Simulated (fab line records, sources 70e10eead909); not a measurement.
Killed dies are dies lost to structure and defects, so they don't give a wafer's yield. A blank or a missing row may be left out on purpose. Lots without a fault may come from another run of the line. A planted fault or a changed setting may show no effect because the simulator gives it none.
Chamber matching | flow nand_harc | NHARC_A_STAIRCASE_ALD_420 on ald_hk-01: 4 sister chambers
The step deposits SiO2, target thk 20 nm, pulse time 6 s, ald cycles 200. 8 wafers are shown with their chamber, then 7 later ones without.

WAFERS WITH THEIR CHAMBER
wafer  | chamber | heater_power_outer_w (W) | heater_power_w (W)
L075.1 | 2       | 238                      | 417
L082.3 | 1       | 278                      | 516
L082.5 | 3       | 319                      | 541
L080.1 | 3       | 329                      | 523
L080.5 | 0       | 223                      | 407
L080.6 | 1       | 282                      | 508
L089.1 | 2       | 244                      | 426
L089.3 | 0       | 224                      | 402

WAFERS WITHOUT THEIR CHAMBER
wafer  | heater_power_outer_w (W) | heater_power_w (W)
L089.6 | 243                      | 415
L090.1 | 227                      | 402
L090.2 | 321                      | 535
L090.6 | 230                      | 407
L094.3 | 228                      | 402
L094.4 | 238                      | 418
L094.5 | 325                      | 516

WHICH CHAMBER EACH WENT THROUGH
wafer  | from the rows above     | in truth
L089.6 | 2                       | 2
L090.1 | 0                       | 0
L090.2 | 3                       | 3
L090.6 | can't be placed: 0 or 2 | 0
L094.3 | 0                       | 0
L094.4 | 2                       | 2
L094.5 | 3                       | 3
Placed correctly: 6 of 7. Can't be placed from these rows: 1 (the true chamber is among the candidates in 1). Placed wrongly: 0.
How it was worked out, from the rows above alone: a wafer's distance from a chamber is the root of the sum, over the readings, of the square of ((its reading less the chamber's mean) divided by the reading's scatter). The wafer belongs to the nearest chamber; if the next one is less than 2 further off, it can't be placed. A chamber's mean is the mean of its shown wafers. The scatter: the root of (the sum of the squares of (reading less its chamber's mean) over the shown wafers, divided by (wafers less chambers)).
